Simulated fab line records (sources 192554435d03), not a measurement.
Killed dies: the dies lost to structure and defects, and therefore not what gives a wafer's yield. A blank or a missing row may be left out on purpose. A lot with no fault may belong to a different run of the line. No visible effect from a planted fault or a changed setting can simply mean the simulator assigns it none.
Comparing a struck lot with a sound one + flow n5-finfet + 16 steps out of a route of 1938
Sound: the wafers L115.2, L115.4, L115.5. Struck: wafer L127.5 (left out: L127.3, L127.6 of the same lot, which were not struck); the cause appears at the end.
At each step with rows: each side's tool, then ch and its chambers, then its first start. Under that, the readings that differ: sound wafers + struck wafers + difference of the means + sigmas: that difference in standard deviations of wafers without a fault.
alike: readings with means less than 2 such deviations apart, plus words and numbers identical on both sides. not compared: withheld readings, readings lacking a value on some wafer, bounds such as >300 that could conceal the same value, and numbers that have no deviation in the record and whose values overlap.
The two part at a step that has a row with sigmas, a row that says differs or no value, or rows on one side only. When numbers do not overlap yet have no deviation, they are printed without sigmas and do not part them. Lack of a reading on every wafer of one side parts them only where that side has two or more wafers.

first, 7 steps without rows for these wafers: N5_MOL_CONTACT_COAG_COAT_58 (time 60 s, resist thk 10 nm); N5_MOL_CONTACT_COAG_COAT_02 (resist thk 30 nm); N5_MOL_CONTACT_COAG_EBR_04; N5_MOL_CONTACT_COAG_SOFTBAKE_03 (time 60 s); N5_MOL_CONTACT_COAG_EXPOSE_05 (exposes mask CA, defocus 0 nm); N5_MOL_CONTACT_COAG_PEB_06 (peb time 60 s); N5_MOL_CONTACT_COAG_DEVELOP_07 (develop time 30 s).
N5_MOL_CONTACT_COAG_CD_MEAS_08: target cd 28 nm.
  sound on cd-sem-03 ch 0, day 4 16:50; struck on cd-sem-02 ch 0, day 7 16:44
  alike: cd-nm
N5_MOL_CONTACT_COAG_OVL_MEAS_09:
  sound on overlay-02 ch 0, day 4 16:52; struck on overlay-02 ch 0, day 7 16:47
  alike: CA_OVL
N5_MOL_CONTACT_COAG_INSPECT_10: inspects for defects (brightfield).
  sound on defect-inspect-02 at day 4 16:55; struck on defect-inspect-01 at day 7 16:49
  alike: raw-defect-count
N5_MOL_CONTACT_COAG_DESCUM_13: chemistry O2, time 7 s.
  sound on rie-diel-05 ch 0,1,3, day 4 16:57; struck on rie-diel-05 ch 2, day 7 16:59
| reading                | sound             | struck | difference | sigmas |
|------------------------|-------------------|--------|------------|--------|
| throttle-valve-pct (%) | 20.76 20.42 20.39 | 20.10  | -0.42      | -2     |
  alike: drypump-motor-current-A, oes-product-au, rf-vpp-V, showerhead-plenum-p-Torr
  not compared: rf-hours-counter-h
N5_MOL_CONTACT_COAG_ETCH_59: etches underlayer in N2/H2, target depth 13 nm, time 10.4 s.
  sound on rie-diel-05 ch 0,1,3, day 4 16:59; struck on rie-diel-05 ch 2, day 7 17:01
| reading                | sound             | struck | difference | sigmas |
|------------------------|-------------------|--------|------------|--------|
| throttle-valve-pct (%) | 18.21 17.82 17.86 | 17.53  | -0.43      | -2     |
  alike: drypump-motor-current-A, etch-rf-on-time-s, oes-product-au, rf-vpp-V, showerhead-plenum-p-Torr
  not compared: rf-hours-counter-h
N5_MOL_CONTACT_COAG_ETCH_105: etches SiARC in CF4, target depth 15.6 nm, time 26 s.
  sound on rie-diel-05 ch 0,1,3, day 4 17:01; struck on rie-diel-05 ch 2, day 7 17:02
| reading                | sound             | struck | difference | sigmas |
|------------------------|-------------------|--------|------------|--------|
| etch-rf-on-time-s (s)  | 25.2 25.6 25.9    | 15.1   | -10.5      | -18    |
| oes-product-au (a.u.)  | 0.60 0.63 0.65    | 0.89   | +0.26      | +4     |
| throttle-valve-pct (%) | 16.00 15.65 15.59 | 15.35  | -0.40      | -2     |
  alike: drypump-motor-current-A, rf-vpp-V, showerhead-plenum-p-Torr
  not compared: rf-hours-counter-h
N5_MOL_CONTACT_COAG_ETCH_106: etches SOC in N2/H2, target depth 80 nm, overetch 16 nm, time 120 s.
  sound on rie-diel-05 ch 0,1,3, day 4 17:02; struck on rie-diel-05 ch 2, day 7 17:04
| reading                | sound             | struck | difference | sigmas |
|------------------------|-------------------|--------|------------|--------|
| throttle-valve-pct (%) | 18.17 17.77 17.86 | 17.49  | -0.44      | -2     |
  alike: drypump-motor-current-A, oes-product-au, rf-vpp-V, showerhead-plenum-p-Torr
  not compared: rf-hours-counter-h
-- a jump in the record: the struck wafers' starts before and after are 3 days apart (it breaks off in module MOL_CONTACT_COAG and resumes in module BEOL_M4, where the first step shown is number 1111 of the route) --
N5_BEOL_M4_RC_MEAS_101:
  sound on prober-02 ch 0, day 7 15:19; struck on prober-01 ch 0, day 11 02:27
| reading   | sound          | struck | difference | sigmas |
|-----------|----------------|--------|------------|--------|
| VT_P (mV) | -257 -256 -258 | -248   | +9         | +2     |
  alike: DIBL_N, DIBL_P, IOFF_N, IOFF_P, ION_N, ION_P, SS_N, SS_P, VT_N
-- the record jumps here: 4 days lie between the struck wafers' starts before and after (it left off in module BEOL_M4 and takes up again in module PASSIVATION, whose first step shown is number 1936 of the route) --
N5_PASSIVATION_PROBE_49:
  sound on prober-01 at day 11 13:35; struck on prober-02 at day 15 07:13
  alike: defect-limited-yield, killed_at_M0_to_M3, killed_at_M4_up, killed-at-contacts, killed-at-front-end, killed-at-other, killed-dies, killed-open, killed-short, sort_bin_5_function, sort_bin_6_memory, sort_bin_8_speed, sort-n-pass, sort-yield-pct

== WHERE THEY PART ==
At N5_MOL_CONTACT_COAG_DESCUM_13 first; at N5_BEOL_M4_RC_MEAS_101 last (within this record only). Later steps at which nothing parts them and some readings are alike: N5_PASSIVATION_PROBE_49.

WHY: what the simulator had put in
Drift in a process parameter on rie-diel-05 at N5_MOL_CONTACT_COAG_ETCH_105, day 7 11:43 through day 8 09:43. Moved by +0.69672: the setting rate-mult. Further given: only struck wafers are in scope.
